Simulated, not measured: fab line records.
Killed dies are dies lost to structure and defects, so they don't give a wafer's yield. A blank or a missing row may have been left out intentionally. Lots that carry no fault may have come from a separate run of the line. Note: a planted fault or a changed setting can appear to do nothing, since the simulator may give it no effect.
fab line records | flow n5Finfet
[record] lots = 24 wafers = 72 lastDay = 19
route steps=1938 shown SD_ACTIVATION@334 SDB@358 HKMG_FIN@386
lots with no fault: from the same line, run without faults
startH: hours from the record's first day to the start of the lot's first wafer shown | waitH: hours elapsed since this lot's preceding step | " as in the row above | L1.1+2: several wafers, shown together as one row | - no value present, or no start provided | * or withheld: withheld | < > ~ a bound
route shown NAME@n: names a module that has steps shown in the file, with the first one's number in the route | usual: the fault-free wafers' mean and standard deviation | same: alike in all rows | chamber/n: place in a boat | sites: readings site by site | _std_site: the values' standard deviation | _edge_site: inner sites' mean taken away from outer sites' mean | radiusMm: how far each site lies from the wafer's centre | mask NAME#n: copy n | behind: the tool/chamber that last shaped the wafer | hold: why the lot was held/for how many hours/how that ended | device: transistor that didn't switch, given as n, p or np | end of line: tests of these same wafers at the route's end | a step without rows: its recipe alone | killed: the dies lost at the first sort to structure and to defects; this is not the yield of the wafer | map: a wafer's dies, marking killed ones x, the rest . and places with no die _
set.NAME: the setting that was run; set.NAME@STEP: the one run at that earlier step | model.NAME: the simulator's own value behind a step, which no gauge read
one table for each step of the route and one row for each wafer, over a sample of lots
services: a tool's chamber out of use, with start hour (startH, from the record's first day; less than 0 if before it), hours out, and reason
[[steps]]
[step N5_SD_ACTIVATION_INSPECT_02]
[recipe] inspectInstrument = darkfield mode = postAnneal
[usual] rawDefectCount = 164/32
// columns lot.wafer tool chamber startH waitH rawDefectCount
L074.2 defectInspect-02 - 60.21 0.1 121
L074.3 " - " " 168
L074.5 " - " " 138
L075.3 defectInspect-01 - 65.18 0.1 154
L075.5 " - " " 145
L075.6 " - " " 168
L076.2 defectInspect-02 - 74.34 0.1 168
L076.4 " - " " 178
L076.5 " - " " 155
L077.2 defectInspect-02 - 79.19 0.1 141
L077.4 " - " " 152
L077.5 " - " " 150
L078.1 defectInspect-01 - 84.42 0.2 155
L078.3 " - " " 162
L078.5 " - " " 149
L079.3 defectInspect-01 - 90.04 0.1 139
L079.4 " - " " 162
L079.6 " - " " 95
L080.1 defectInspect-02 - 95.13 0.2 241
L080.3 " - " " 144
L080.4 " - " " 141
L081.1 defectInspect-01 - 103.44 0.2 171
L081.2 " - " " 160
L081.5 " - " " 130
L082.1 defectInspect-01 - 108.06 0.2 238
L082.3 " - " " 175
L082.4 " - " " 169
L083.1 defectInspect-01 - 114.14 0.2 144
L083.3 " - " " 219
L083.6 " - " " 181
L084.1 defectInspect-01 - 122.66 0.2 175
L084.3 " - " " 131
L084.4 " - " " 152
L086.1 defectInspect-02 - 131.26 0.2 143
L086.2 " - " " 162
L086.6 " - " " 185
L085.3 defectInspect-02 - 134.86 0.1 126
L085.4 " - " " 145
L085.6 " - " " 142
L087.3 defectInspect-02 - 137.68 0.1 171
L087.5 " - " " 143
L087.6 " - " " 147
L088.1 defectInspect-01 - 143.50 0.2 109
L088.3 " - " " 140
L088.5 " - " " 139
L089.3 defectInspect-01 - 149.69 0.1 160
L089.5 " - " " 177
L089.6 " - " " 166
L090.1 defectInspect-01 - 154.82 0.2 142
L090.2 " - " " 139
L090.4 " - " " 142
L091.1 defectInspect-01 - 158.05 0.2 167
L091.2 " - " " 149
L091.4 " - " " 117
L092.1 defectInspect-01 - 167.29 0.2 210
L092.2 " - " " 180
L092.6 " - " " 256
L093.1 defectInspect-01 - 172.10 0.2 188
L093.3 " - " " 156
L093.6 " - " " 151
L094.1 defectInspect-02 - 179.16 0.2 209
L094.3 " - " " 197
L094.4 " - " " 282
L095.1 defectInspect-01 - 185.77 0.2 171
L095.2 " - " " 209
L095.5 " - " " 142
L097.2 defectInspect-01 - 197.25 0.1 211
L097.5 " - " " 140
L097.6 " - " " 172
L096.1 defectInspect-01 - 198.40 0.2 209
L096.5 " - " " 182
L096.6 " - " " 152
[step N5_SDB_INSPECT_13]
[recipe] mode = adi inspectInstrument = brightfield
[usual] rawDefectCount = 77/29
// columns lot.wafer tool chamber startH waitH rawDefectCount
L074.2 defectInspect-02 - 67.25 0.0 71
L074.3 " - " " 75
L074.5 " - " " 78
L075.3 defectInspect-02 - 73.31 0.0 67
L075.5 " - " " 63
L075.6 " - " " 53
L076.2 defectInspect-01 - 81.03 0.0 78
L076.4 " - " " 67
L076.5 " - " " 139
L077.2 defectInspect-01 - 85.87 0.0 100
L077.4 " - " " 79
L077.5 " - " " 63
L078.1 defectInspect-01 - 91.23 0.0 73
L078.3 " - " " 119
L078.5 " - " " 122
L079.3 defectInspect-02 - 96.79 0.0 81
L079.4 " - " " 61
L079.6 " - " " 67
L080.1 defectInspect-01 - 102.21 0.0 93
L080.3 " - " " 60
L080.4 " - " " 68
L081.1 defectInspect-01 - 110.11 0.0 59
L081.2 " - " " 105
L081.5 " - " " 34
L082.1 defectInspect-01 - 115.09 0.0 56
L082.3 " - " " 50
L082.4 " - " " 47
L083.1 defectInspect-02 - 120.90 0.0 114
L083.3 " - " " 36
L083.6 " - " " 54
L084.1 defectInspect-01 - 129.35 0.0 47
L084.3 " - " " 40
L084.4 " - " " 57
L086.1 defectInspect-02 - 137.94 0.0 149
L086.2 " - " " 84
L086.6 " - " " 86
L085.3 defectInspect-02 - 141.69 0.0 55
L085.4 " - " " 52
L085.6 " - " " 60
L087.3 defectInspect-02 - 144.57 0.0 138
L087.5 " - " " 100
L087.6 " - " " 106
L088.1 defectInspect-02 - 150.19 0.0 65
L088.3 " - " " 88
L088.5 " - " " 76
L089.3 defectInspect-01 - 156.50 0.0 76
L089.5 " - " " 79
L089.6 " - " " 198
L090.1 defectInspect-02 - 161.97 0.0 89
L090.2 " - " " 105
L090.4 " - " " 66
L091.1 defectInspect-02 - 165.29 0.0 63
L091.2 " - " " 41
L091.4 " - " " 79
L092.1 defectInspect-02 - 173.96 0.0 109
L092.2 " - " " 148
L092.6 " - " " 72
L093.1 defectInspect-02 - 178.92 0.0 91
L093.3 " - " " 64
L093.6 " - " " 121
L094.1 defectInspect-02 - 186.36 0.0 71
L094.3 " - " " 70
L094.4 " - " " 81
L095.1 defectInspect-02 - 193.00 0.0 85
L095.2 " - " " 78
L095.5 " - " " 89
L097.2 defectInspect-01 - 204.41 0.0 63
L097.5 " - " " 52
L097.6 " - " " 53
L096.1 defectInspect-01 - 205.14 0.0 174
L096.5 " - " " 98
L096.6 " - " " 105
[step N5_SDB_THK_MEAS_31]
[recipe] reads = a-Si_of_DUMMY_GATE_CVD_03
[usual] SDB_THK = 64.1/0.9
// columns lot.wafer tool chamber startH waitH SDB_THK[nm]
L074.2 filmMetro-02 - 71.11 - 63.7
L074.3 " - " " 64.1
L074.5 " - " " 65.1
L075.3 filmMetro-01 - 77.32 - 63.9
L075.5 " - " " 64.0
L075.6 " - " " 66.0
L076.2 filmMetro-02 - 84.92 - 64.9
L076.4 " - " " 64.5
L076.5 " - " " 65.1
L077.2 filmMetro-01 - 89.93 - 64.6
L077.4 " - " " 64.6
L077.5 " - " " 63.6
L078.1 filmMetro-01 - 95.24 - 65.2
L078.3 " - " " 63.0
L078.5 " - " " 65.2
L079.3 filmMetro-01 - 101.05 - 62.6
L079.4 " - " " 61.8
L079.6 " - " " 64.3
L080.1 filmMetro-01 - 106.06 - 64.4
L080.3 " - " " 66.1
L080.4 " - " " 64.4
L081.1 filmMetro-01 - 114.11 - 63.4
L081.2 " - " " 63.2
L081.5 " - " " 63.4
L082.1 filmMetro-02 - 119.06 - 63.3
L082.3 " - " " 63.8
L082.4 " - " " 62.5
L083.1 filmMetro-01 - 124.88 - 65.4
L083.3 " - " " 63.6
L083.6 " - " " 64.9
L084.1 filmMetro-02 - 133.26 - 64.5
L084.3 " - " " 64.2
L084.4 " - " " 63.7
L086.1 filmMetro-02 - 142.43 - 63.7
L086.2 " - " " 64.2
L086.6 " - " " 63.8
L085.3 filmMetro-02 - 145.85 - 62.2
L085.4 " - " " 63.8
L085.6 " - " " 63.6
L087.3 filmMetro-01 - 148.65 - 63.4
L087.5 " - " " 64.5
L087.6 " - " " 63.8
L088.1 filmMetro-02 - 154.14 - 64.2
L088.3 " - " " 64.0
L088.5 " - " " 65.0
L089.3 filmMetro-01 - 160.49 - 64.4
L089.5 " - " " 63.9
L089.6 " - " " 63.8
L090.1 filmMetro-02 - 166.06 - 64.7
L090.2 " - " " 64.1
L090.4 " - " " 65.6
L091.1 filmMetro-02 - 169.16 - 62.5
L091.2 " - " " 64.4
L091.4 " - " " 62.6
L092.1 filmMetro-01 - 177.93 - 65.5
L092.2 " - " " 64.4
L092.6 " - " " 65.4
L093.1 filmMetro-01 - 184.56 - 64.6
L093.3 " - " " 63.0
L093.6 " - " " 62.8
L094.1 filmMetro-01 - 191.21 - 65.4
L094.3 " - " " 65.3
L094.4 " - " " 65.6
L095.1 filmMetro-02 - 197.12 - 63.5
L095.2 " - " " 63.8
L095.5 " - " " 63.5
L097.2 filmMetro-01 - 208.53 - 65.2
L097.5 " - " " 63.8
L097.6 " - " " 64.9
L096.1 filmMetro-02 - 209.12 - 63.6
L096.5 " - " " 64.5
L096.6 " - " " 64.4
[step N5_SDB_INSPECT_36]
[recipe] inspectInstrument = darkfield mode = postCmp
[usual] rawDefectCount = 39/17
// columns lot.wafer tool chamber startH waitH rawDefectCount
L074.2 defectInspect-02 - 71.14 0.0 37
L074.3 " - " " 32
L074.5 " - " " 32
L075.3 defectInspect-01 - 77.34 0.0 44
L075.5 " - " " 28
L075.6 " - " " 43
L076.2 defectInspect-01 - 84.94 0.0 67
L076.4 " - " " 82
L076.5 " - " " 97
L077.2 defectInspect-02 - 89.95 0.0 37
L077.4 " - " " 50
L077.5 " - " " 26
L078.1 defectInspect-02 - 95.27 0.0 33
L078.3 " - " " 23
L078.5 " - " " 47
L079.3 defectInspect-01 - 101.08 0.0 30
L079.4 " - " " 33
L079.6 " - " " 33
L080.1 defectInspect-01 - 106.09 0.0 31
L080.3 " - " " 25
L080.4 " - " " 34
L081.1 defectInspect-01 - 114.14 0.0 37
L081.2 " - " " 33
L081.5 " - " " 42
L082.1 defectInspect-02 - 119.09 0.0 38
L082.3 " - " " 42
L082.4 " - " " 24
L083.1 defectInspect-02 - 124.90 0.0 32
L083.3 " - " " 27
L083.6 " - " " 39
L084.1 defectInspect-02 - 133.28 0.0 28
L084.3 " - " " 32
L084.4 " - " " 39
L086.1 defectInspect-02 - 142.46 0.0 43
L086.2 " - " " 38
L086.6 " - " " 61
L085.3 defectInspect-01 - 145.88 0.0 60
L085.4 " - " " 44
L085.6 " - " " 27
L087.3 defectInspect-02 - 148.68 0.0 12
L087.5 " - " " 36
L087.6 " - " " 47
L088.1 defectInspect-02 - 154.17 0.0 110
L088.3 " - " " 28
L088.5 " - " " 27
L089.3 defectInspect-02 - 160.51 0.0 34
L089.5 " - " " 24
L089.6 " - " " 16
L090.1 defectInspect-02 - 166.08 0.0 58
L090.2 " - " " 15
L090.4 " - " " 45
L091.1 defectInspect-02 - 169.19 0.0 12
L091.2 " - " " 23
L091.4 " - " " 34
L092.1 defectInspect-01 - 177.95 0.0 28
L092.2 " - " " 65
L092.6 " - " " 40
L093.1 defectInspect-01 - 184.58 0.0 43
L093.3 " - " " 64
L093.6 " - " " 24
L094.1 defectInspect-01 - 191.24 0.0 27
L094.3 " - " " 25
L094.4 " - " " 17
L095.1 defectInspect-01 - 197.14 0.0 30
L095.2 " - " " 21
L095.5 " - " " 43
L097.2 defectInspect-02 - 208.56 0.0 40
L097.5 " - " " 37
L097.6 " - " " 68
L096.1 defectInspect-02 - 209.15 0.0 46
L096.5 " - " " 66
L096.6 " - " " 48
[step N5_HKMG_FIN_HK_ALD_01]
[recipe] material = HfO2 targetThkA = 16 tempC = withheld aldPrecursorFamily = HfCl4 aldCoReactant = H2O pulseTimeS = 3 purgeTimeS = 3 coReactantPurgeTimeS = 2.5 coReactantPulseTimeS = 0.3 aldCycles = 30
[usual] precursorPulseHeightRel = 0.997/0.021
[same] aldCycles = 30
// columns lot.wafer tool chamber startH waitH precursorPulseHeightRel
L074.2 aldHk-01 0 71.79 0.0 1.029
L074.3 " 1 " " 0.959
L074.5 " 0 " " 0.962
L075.3 aldHk-02 2 77.93 0.0 0.989
L075.5 " 0 " " 1.002
L075.6 " 3 " " 1.001
L076.2 aldHk-03 3 85.54 0.0 1.002
L076.4 " 1 " " 0.979
L076.5 " 0 " " 0.954
L077.2 aldHk-02 2 90.73 0.0 0.991
L077.4 " 0 " " 0.949
L077.5 " 0 " " 0.984
L078.1 aldHk-02 3 95.91 0.0 0.963
L078.3 " 1 " " 1.028
L078.5 " 3 " " 0.968
L079.3 aldHk-03 1 101.76 0.0 0.982
L079.4 " 0 " " 0.997
L079.6 " 2 " " 0.966
L080.1 aldHk-03 0 106.67 0.0 1.002
L080.3 " 2 " " 0.995
L080.4 " 3 " " 0.946
L081.1 aldHk-03 2 114.93 0.0 1.010
L081.2 " 1 " " 0.966
L081.5 " 1 " " 0.991
L082.1 aldHk-03 1 119.68 0.0 0.995
L082.3 " 2 " " 1.043
L082.4 " 3 " " 0.978
L083.1 aldHk-02 3 125.49 0.0 0.998
L083.3 " 1 " " 0.969
L083.6 " 2 " " 0.996
L084.1 aldHk-02 3 133.87 0.0 1.045
L084.3 " 2 " " 0.977
L084.4 " 1 " " 0.979
L086.1 aldHk-02 1 143.07 0.0 1.001
L086.2 " 3 " " 1.017
L086.6 " 2 " " 0.977
L085.3 aldHk-03 2 146.46 0.0 1.020
L085.4 " 3 " " 1.018
L085.6 " 1 " " 1.022
L087.3 aldHk-03 0 149.26 0.0 1.005
L087.5 " 1 " " 0.995
L087.6 " 0 " " 0.977
L088.1 aldHk-03 1 154.76 0.0 1.004
L088.3 " 0 " " 1.023
L088.5 " 2 " " 1.000
L089.3 aldHk-01 2 161.10 0.0 1.001
L089.5 " 2 " " 1.011
L089.6 " 1 " " 1.000
L090.1 aldHk-03 1 166.67 0.0 0.972
L090.2 " 0 " " 0.983
L090.4 " 3 " " 1.009
L091.1 aldHk-01 0 169.77 0.0 0.986
L091.2 " 2 " " 0.983
L091.4 " 3 " " 1.009
L092.1 aldHk-02 0 178.57 0.0 1.010
L092.2 " 3 " " 1.034
L092.6 " 0 " " 0.980
L093.1 aldHk-02 1 185.17 0.0 0.997
L093.3 " 0 " " 0.979
L093.6 " 1 " " 1.001
L094.1 aldHk-01 0 191.84 0.0 1.018
L094.3 " 3 " " 0.988
L094.4 " 1 " " 1.022
L095.1 aldHk-02 0 197.73 0.0 0.993
L095.2 " 1 " " 1.016
L095.5 " 2 " " 0.979
L097.2 aldHk-02 3 209.14 0.0 1.005
L097.5 " 2 " " 1.025
L097.6 " 3 " " 0.996
L096.1 aldHk-03 0 209.74 0.0 0.989
L096.5 " 2 " " 0.992
L096.6 " 3 " " 0.986
[step N5_HKMG_FIN_ETCH_31]
[recipe] chemistry = CF4 target = SiARC targetDepthA = 455 maskMaterial = CAR-ArF timeS = 75.8 ionEnergyEv = 80 pressureMtorr = 40 sourceW = 545 biasW = 36 Ar_flow_sccm = 100 cf4FlowSccm = 100 ends = cleared
[usual] drypumpMotorCurrentA = 5.7/0.34 etchRfOnTimeS = 75.3/1.2 oesProductAu = 0.67/0.085 rfVppV = 184.0/1.1 showerheadPlenumPTorr = 2.14/0.068 throttleValvePct = 15.52/0.24
// columns lot.wafer tool chamber startH waitH drypumpMotorCurrentA etchRfOnTimeS oesProductAu rfHoursCounterH rfVppV showerheadPlenumPTorr throttleValvePct
L074.2 rieDiel-02 1 76.20 0.0 5.8 76.5 0.58 240 184.0 2.11 15.74
L074.3 " 3 " " 5.2 74.3 0.65 147 184.0 2.23 15.43
L074.5 " 1 " " 5.8 76.8 0.58 - 183.1 2.11 15.76
L075.3 rieDiel-06 1 82.48 0.0 5.6 75.7 0.65 142 184.7 2.14 15.47
L075.5 " 1 " " 5.6 75.4 0.65 - 185.1 2.14 15.47
L075.6 " 3 " " 6.2 75.3 0.61 - 182.4 2.04 15.68
L076.2 rieDiel-01 1 90.36 0.0 5.5 75.9 0.61 190 183.9 2.13 16.01
L076.4 " 3 " " 6.4 77.0 0.60 242 184.0 2.11 15.75
L076.5 " 2 " " 5.7 75.5 0.79 - 184.1 2.10 15.08
L077.2 rieDiel-01 2 95.71 0.0 5.7 76.2 0.79 19 182.8 2.10 15.10
L077.4 " 3 " " 6.4 77.5 0.59 245 184.1 2.11 15.75
L077.5 " 1 " " 5.5 76.2 0.62 - 183.1 2.13 16.00
L078.1 rieDiel-02 0 100.69 0.0 5.9 73.0 0.64 144 184.6 2.22 15.34
L078.3 " 1 " " 5.9 76.4 0.58 247 185.9 2.11 15.75
L078.5 " 0 " " 5.9 72.8 0.64 - 184.9 2.22 15.33
L079.3 rieDiel-02 3 106.28 0.0 5.2 74.3 0.65 157 184.8 2.22 15.46
L079.4 " 0 " " 5.9 74.6 0.63 147 185.2 2.22 15.34
L079.6 " 0 " " 5.9 74.4 0.64 - 185.7 2.22 15.35
L080.1 rieDiel-02 0 111.35 0.0 5.9 73.8 0.63 150 184.7 2.22 15.35
L080.3 " 2 " " 5.7 73.5 0.80 12 182.5 2.10 15.24
L080.4 " 2 " " 5.7 73.3 0.80 - 183.8 2.10 15.26
L081.1 rieDiel-06 0 119.30 0.0 5.3 74.5 0.75 33 185.8 2.27 15.39
L081.2 " 1 " " 5.6 77.0 0.63 158 184.3 2.14 15.49
L081.5 " 3 " " 6.2 76.3 0.60 - 183.9 2.04 15.71
L082.1 rieDiel-06 1 124.34 0.0 5.6 76.0 0.63 160 184.5 2.13 15.52
L082.3 " 0 " " 5.3 74.7 0.74 35 183.9 2.27 15.41
L082.4 " 3 " " 6.2 75.5 0.60 - 182.3 2.04 15.71
L083.1 rieDiel-01 0 129.86 0.0 5.2 76.2 0.56 254 183.5 2.11 15.90
L083.3 " 1 " " 5.5 76.8 0.60 205 182.8 2.12 16.05
L083.6 " 0 " " 5.2 75.6 0.56 - 183.9 2.11 15.89
L084.1 rieDiel-06 0 138.30 0.0 5.3 74.1 0.73 40 185.7 2.27 15.40
L084.3 " 2 " " 5.7 73.1 0.84 3 183.0 2.10 15.35
L084.4 " 3 " " 6.2 76.2 0.59 217 181.3 2.04 15.70
L086.1 rieDiel-06 0 147.77 0.0 5.3 75.8 0.72 43 184.4 2.27 15.44
L086.2 " 2 " " 5.7 74.8 0.81 6 183.9 2.10 15.35
L086.6 " 0 " " 5.3 75.5 0.72 - 186.4 2.27 15.43
L085.3 rieDiel-06 2 150.87 0.0 5.7 74.5 0.81 6 185.5 2.10 15.35
L085.4 " 1 " " 5.6 76.9 0.63 169 182.7 2.13 15.52
L085.6 " 2 " " 5.7 74.4 0.82 - 184.6 2.10 15.34
L087.3 rieDiel-01 2 153.71 0.0 5.8 75.2 0.75 43 182.9 2.09 15.14
L087.5 " 1 " " 5.5 75.8 0.60 - 182.0 2.12 16.07
L087.6 " 2 " " 5.8 75.3 0.76 - 183.6 2.09 15.13
L088.1 rieDiel-02 0 159.20 0.0 5.9 74.6 0.62 169 185.7 2.22 15.39
L088.3 " 1 " " 5.8 75.6 0.79 11 184.0 2.11 15.30
L088.5 " 0 " " 5.9 73.7 0.62 - 185.1 2.22 15.39
L089.3 rieDiel-01 3 165.93 0.0 6.4 74.6 0.84 5 183.7 2.11 15.32
L089.5 " 2 " " 5.7 75.5 0.75 - 184.6 2.09 15.16
L089.6 " 3 " " 6.4 75.1 0.84 - 183.8 2.11 15.31
L090.1 rieDiel-02 2 170.98 0.0 5.6 76.0 0.75 35 183.4 2.09 15.30
L090.2 " 1 " " 5.8 76.4 0.78 15 181.6 2.10 15.31
L090.4 " 0 " " 5.8 75.1 0.61 173 184.9 2.21 15.40
L091.1 rieDiel-02 1 174.32 0.0 5.8 74.7 0.79 17 182.2 2.10 15.31
L091.2 " 2 " " 5.7 74.4 0.76 38 184.4 2.09 15.31
L091.4 " 3 " " 5.2 74.2 0.64 185 185.6 2.21 15.51
L092.1 rieDiel-02 1 183.29 0.0 5.8 75.1 0.77 19 184.8 2.10 15.33
L092.2 " 0 " " 5.9 74.2 0.61 177 184.3 2.21 15.41
L092.6 " 3 " " 5.2 73.6 0.64 - 183.3 2.21 15.51
L093.1 rieDiel-01 1 190.08 0.0 5.5 77.1 0.58 232 182.9 2.12 16.08
L093.3 " 3 " " 6.4 75.8 0.80 15 185.3 2.10 15.34
L093.6 " 3 " " 6.4 75.6 0.81 - 184.4 2.10 15.33
L094.1 rieDiel-06 2 196.19 0.0 5.7 74.3 0.77 23 182.6 2.10 15.39
L094.3 " 1 " " 5.6 76.8 0.62 177 182.9 2.13 15.52
L094.4 " 0 " " 5.3 74.3 0.71 60 184.9 2.26 15.46
L095.1 rieDiel-02 2 202.29 0.0 5.6 73.8 0.75 47 185.3 2.09 15.33
L095.2 " 1 " " 5.8 75.5 0.76 26 183.1 2.10 15.35
L095.5 " 0 " " 5.8 74.8 0.60 - 184.9 2.21 15.42
L097.2 rieDiel-06 1 213.73 0.0 5.6 75.5 0.62 182 183.7 2.13 15.54
L097.5 " 0 " " 5.3 74.0 0.70 - 185.5 2.26 15.48
L097.6 " 3 " " 6.2 75.1 0.58 - 182.9 2.03 15.74
L096.1 rieDiel-06 3 214.24 0.0 6.2 75.9 0.58 242 183.9 2.03 15.76
L096.5 " 2 " " 5.7 74.5 0.77 - 183.2 2.10 15.38
L096.6 " 3 " " 6.2 76.0 0.58 - 183.5 2.03 15.74
[[services]]
// columns tool chamber startH hours kind
rieDiel-02 2 53.04 - clean
rieDiel-02 2 53.04 - consumableReplace:focusRing
rieDiel-02 2 53.04 25.3 scheduledDown
rieDiel-02 2 53.04 25.3 ventCycle
aldHk-01 - 83.28 0.6 repair
aldHk-01 - 103.91 1.3 repair
rieDiel-02 1 106.75 - clean
rieDiel-02 1 106.75 - consumableReplace:focusRing
rieDiel-02 1 106.75 23.7 scheduledDown
rieDiel-02 1 106.75 23.7 ventCycle
rieDiel-06 2 112.37 4.9 repair
rieDiel-01 3 112.40 - clean
rieDiel-01 3 112.40 - consumableReplace:focusRing
rieDiel-01 3 112.40 41.4 scheduledDown
rieDiel-06 2 117.46 - clean
rieDiel-06 2 117.46 - consumableReplace:focusRing
rieDiel-06 2 117.46 14.7 scheduledDown
rieDiel-06 2 117.46 14.7 ventCycle
rieDiel-01 0 119.86 2.2 repair
rieDiel-06 1 164.44 9.9 repair
rieDiel-01 3 177.60 5.2 repair
rieDiel-06 1 183.55 8.8 repair
aldHk-01 - 194.43 1.7 repair
rieDiel-02 0 212.15 22.1 repair
[[key]]
fault none
